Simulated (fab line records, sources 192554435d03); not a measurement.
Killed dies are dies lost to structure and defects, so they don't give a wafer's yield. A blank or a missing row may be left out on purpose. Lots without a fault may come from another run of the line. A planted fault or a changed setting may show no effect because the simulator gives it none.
fab line records | flow n5_finfet
record lots=13 wafers=39 last_day=18
route steps=1938 shown MOL_CONTACT_COAG@550
lots that met no fault: from a run of the same line without faults
start_h: hours from the record's first day to the start of the lot's first wafer shown | wait_h: hours since the lot's step before | " the same as in the row above | L1.1+2: a row that stands for several wafers | - no value, or no start given | * or withheld: withheld | < > ~ a bound
route shown NAME@n: a module of which the file shows steps, and the number in the route of the first | usual: mean/standard deviation of fault-free wafers | same: alike in all rows | chamber/n: place in a boat | sites: the reading at each site | _std_site: their standard deviation | _edge_site: outer sites' mean less inner sites' | radius_mm: how far each site lies from the wafer's centre | mask NAME#n: copy n | behind: the tool/chamber that last shaped the wafer | hold: why the lot was held/for how many hours/how that ended | device: the transistor (n, p or np) that didn't switch | end of line: the same wafers' tests at the end of the route | a step without rows: its recipe alone | killed: dies lost to structure and defects at the first sort, not the wafer's yield | map: a wafer's dies, x killed, . not, _ none there
set.NAME: the setting as run; set.NAME@STEP: as run at that earlier step | model.NAME: the simulator's own value behind a step, which no gauge read
steps of the route over a sample of lots; a table a step, a row a wafer
services: from which hour (start_h, from the record's first day; less than 0 if before it) a tool's chamber was out of use, for how many hours, and why
## steps
# step N5_MOL_CONTACT_COAG_PRE_CLEAN_142
# recipe gas=H2/He time_s=60 temp_c=300
# usual heater_power_w=456/51
# columns lot.wafer tool chamber start_h wait_h heater_power_w
L468.3 pvd_sputter-03 - 100.88 1.7 488
L468.5 " - " " 497
L468.6 " - " " 486
L470.1 pvd_sputter-03 - 109.10 1.2 481
L470.4 " - " " 490
L470.6 " - " " 427
L471.2 pvd_sputter-01 - 117.86 2.2 427
L471.3 " - " " 453
L471.4 " - " " 335
L472.3 pvd_sputter-01 - 122.52 1.9 432
L472.4 " - " " 450
L472.6 " - " " 340
L473.1 pvd_sputter-03 - 126.43 3.1 495
L473.4 " - " " 483
L473.6 " - " " 486
L474.1 pvd_sputter-02 - 129.45 1.2 533
L474.2 " - " " 482
L474.3 " - " " 527
L475.2 pvd_sputter-01 - 137.87 1.2 454
L475.4 " - " " 436
L475.6 " - " " 327
L477.1 pvd_sputter-01 - 152.63 2.4 336
L477.3 " - " " 429
L477.6 " - " " 449
L481.1 pvd_sputter-02 - 175.91 1.2 511
L481.2 " - " " 509
L481.3 " - " " 476
L483.1 pvd_sputter-02 - 182.77 1.3 453
L483.3 " - " " 511
L483.4 " - " " 476
L485.3 pvd_sputter-02 - 193.81 0.5 492
L485.4 " - " " 473
L485.6 " - " " 475
L489.3 pvd_sputter-01 - 226.34 0.6 434
L489.5 " - " " 445
L489.6 " - " " 434
L490.2 pvd_sputter-01 - 230.70 2.4 442
L490.3 " - " " 335
L490.5 " - " " 333
# step N5_MOL_CONTACT_COAG_ALD_123
# recipe material=SiNx target_thk_a=50 temp_c=400 ald_precursor_family=SiH2I2 ald_co_reactant=N2/H2-plasma pulse_time_s=1 purge_time_s=2 co_reactant_purge_time_s=2 ald_cycles=100 pressure_torr=2
# usual heater_power_w=868/87 precursor_pulse_height_rel=0.997/0.019
# columns lot.wafer tool chamber start_h wait_h heater_power_w precursor_pulse_height_rel
L468.3 ald_sin-03 1 103.88 0.0 750 1.041
L468.5 " 0 " " 880 0.996
L468.6 " 3 " " 935 1.005
L470.1 ald_sin-03 3 112.24 0.0 930 1.004
L470.4 " 1 " " 729 0.998
L470.6 " 1 " " 742 1.006
L471.2 ald_sin-03 2 120.99 0.1 885 0.996
L471.3 " 3 " " 940 1.022
L471.4 " 1 " " 740 0.989
L472.3 ald_sin-04 1 125.55 0.0 816 0.995
L472.4 " 2 " " 782 1.012
L472.6 " 3 " " 915 1.026
L473.1 ald_sin-01 1 129.43 0.0 897 1.000
L473.4 " 0 " " 1002 1.009
L473.6 " 1 " " 891 0.982
L474.1 ald_sin-03 0 132.41 0.0 853 0.984
L474.2 " 2 " " 867 1.018
L474.3 " 3 " " 935 1.010
L475.2 ald_sin-04 0 140.84 0.0 831 0.946
L475.4 " 2 " " 760 1.013
L475.6 " 1 " " 817 0.971
L477.1 ald_sin-03 2 156.03 0.4 906 1.001
L477.3 " 3 " " 947 0.976
L477.6 " 2 " " 862 0.947
L481.1 ald_sin-01 2 179.05 0.0 975 0.985
L481.2 " 0 " " 1019 0.993
L481.3 " 1 " " 914 1.058
L483.1 ald_sin-03 3 187.43 0.3 925 0.987
L483.3 " 0 " " 858 0.974
L483.4 " 2 " " 889 1.011
L485.3 ald_sin-04 2 197.12 0.4 786 0.980
L485.4 " 2 " " 796 1.010
L485.6 " 0 " " 819 1.009
L489.3 ald_sin-01 3 230.82 1.5 731 1.022
L489.5 " 2 " " 965 1.009
L489.6 " 3 " " 727 0.986
L490.2 ald_sin-01 2 234.02 0.4 955 0.983
L490.3 " 0 " " 1014 1.012
L490.5 " 2 " " 962 0.997
# step N5_MOL_CONTACT_COAG_COAT_62
# recipe resist=SOC temp_c=250 time_s=60 spin_rpm=1500 resist_thk_nm=60
# usual spin_speed_rpm=1499.9/1.1
# columns lot.wafer tool chamber start_h wait_h spin_speed_rpm
L468.3 litho_track-04 0 105.77 0.0 1501.1
L468.5 " 0 " " 1501.5
L468.6 " 0 " " 1500.6
L470.1 litho_track-04 0 114.14 0.0 1498.3
L470.4 " 0 " " 1498.2
L470.6 " 0 " " 1501.0
L471.2 litho_track-01 0 122.98 0.0 1500.0
L471.3 " 0 " " 1500.4
L471.4 " 0 " " 1499.6
L472.3 litho_track-04 0 127.50 0.0 1500.7
L472.4 " 0 " " 1498.8
L472.6 " 0 " " 1497.9
L473.1 litho_track-04 0 131.37 0.0 1498.4
L473.4 " 0 " " 1498.1
L473.6 " 0 " " 1498.9
L474.1 litho_track-03 0 134.37 0.0 1500.1
L474.2 " 0 " " 1500.0
L474.3 " 0 " " 1499.8
L475.2 litho_track-03 0 143.54 0.0 1502.4
L475.4 " 0 " " 1500.7
L475.6 " 0 " " 1500.3
L477.1 litho_track-01 0 157.86 0.0 1502.0
L477.3 " 0 " " 1497.3
L477.6 " 0 " " 1500.4
L481.1 litho_track-03 0 181.10 0.0 1499.1
L481.2 " 0 " " 1498.8
L481.3 " 0 " " 1498.9
L483.1 litho_track-03 0 189.24 0.0 1579.7
L483.3 " 0 " " 1581.3
L483.4 " 0 " " 1580.0
L485.3 litho_track-03 0 199.08 0.0 1580.5
L485.4 " 0 " " 1582.2
L485.6 " 0 " " 1580.4
L489.3 litho_track-01 0 232.97 0.0 1500.2
L489.5 " 0 " " 1500.4
L489.6 " 0 " " 1500.0
L490.2 litho_track-01 0 236.21 0.0 1500.1
L490.3 " 0 " " 1501.1
L490.5 " 0 " " 1500.0
# step N5_MOL_CONTACT_COAG_INSPECT_42
# recipe mode=adi inspect_instrument=brightfield
# usual raw_defect_count=211/53
# columns lot.wafer tool chamber start_h wait_h raw_defect_count
L468.3 defect_inspect-01 - 106.15 0.0 347
L468.5 " - " " 228
L468.6 " - " " 266
L470.1 defect_inspect-01 - 114.51 0.1 204
L470.4 " - " " 227
L470.6 " - " " 266
L471.2 defect_inspect-01 - 123.47 0.0 210
L471.3 " - " " 163
L471.4 " - " " 272
L472.3 defect_inspect-01 - 127.87 0.0 324
L472.4 " - " " 213
L472.6 " - " " 328
L473.1 defect_inspect-02 - 131.74 0.1 172
L473.4 " - " " 177
L473.6 " - " " 164
L474.1 defect_inspect-02 - 134.87 0.1 146
L474.2 " - " " 161
L474.3 " - " " 107
L475.2 defect_inspect-02 - 143.91 0.0 223
L475.4 " - " " 169
L475.6 " - " " 242
L477.1 defect_inspect-01 - 158.23 0.1 224
L477.3 " - " " 306
L477.6 " - " " 254
L481.1 defect_inspect-01 - 181.59 0.1 228
L481.2 " - " " 225
L481.3 " - " " 216
L483.1 defect_inspect-02 - 189.61 0.1 158
L483.3 " - " " 166
L483.4 " - " " 263
L485.3 defect_inspect-02 - 199.57 0.0 201
L485.4 " - " " 273
L485.6 " - " " 227
L489.3 defect_inspect-01 - 233.35 0.0 151
L489.5 " - " " 210
L489.6 " - " " 165
L490.2 defect_inspect-01 - 236.71 0.1 171
L490.3 " - " " 253
L490.5 " - " " 160
## services
# columns tool chamber start_h hours kind
ald_sin-04 - 79.54 14.6 pm
litho_track-04 - 83.37 - consumable_replace:filter
ald_sin-01 - 85.29 14.0 pm
ald_sin-01 0 85.29 14.0 vent_cycle
ald_sin-01 1 85.29 14.0 vent_cycle
ald_sin-01 2 85.29 14.0 vent_cycle
ald_sin-01 3 85.29 14.0 vent_cycle
pvd_sputter-02 - 94.27 4.3 repair
ald_sin-04 - 95.57 0.2 repair
ald_sin-01 0 99.29 - clean
ald_sin-01 1 99.29 - clean
ald_sin-01 2 99.29 - clean
ald_sin-01 3 99.29 - clean
ald_sin-04 3 103.49 7.6 repair
litho_track-03 - 105.91 - consumable_replace:filter
litho_track-04 - 138.29 - consumable_replace:filter
litho_track-01 - 145.75 - consumable_replace:filter
ald_sin-04 - 176.75 14.0 pm
ald_sin-04 0 176.75 14.0 vent_cycle
ald_sin-04 1 176.75 14.0 vent_cycle
ald_sin-04 2 176.75 14.0 vent_cycle
ald_sin-04 1 192.98 15.2 repair
ald_sin-04 - 202.80 6.1 pm
litho_track-04 - 212.18 - consumable_replace:filter
## key
first_sign step=N5_MOL_CONTACT_COAG_COAT_62 reading=spin_speed_rpm direction=up sigmas=71 usual=* struck=*
effect none on later readings
met_at N5_MOL_CONTACT_COAG_COAT_62
struck_lots L483,L485
tester_left_out L483,L485
not_acting_at N5_MOL_CONTACT_COAG_PRE_CLEAN_142,N5_MOL_CONTACT_COAG_ALD_123,N5_MOL_CONTACT_COAG_INSPECT_42
onset_between 181.10 189.24
fault kind=process_parameter_drift tool=litho_track-03 chamber=- onset_h=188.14 steps=N5_MOL_CONTACT_COAG_COAT_62 channel=spin_rpm offset=* shape=step end_h=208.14 acts_in=* stated=*
# tester_left_out: of these lots the tester's yield and bins aren't shown, on N5 and GAA mostly nor the transistor test; their killed dies are dies lost to structure and defects alone, not to doping, threshold or leakage, so they don't give the yield
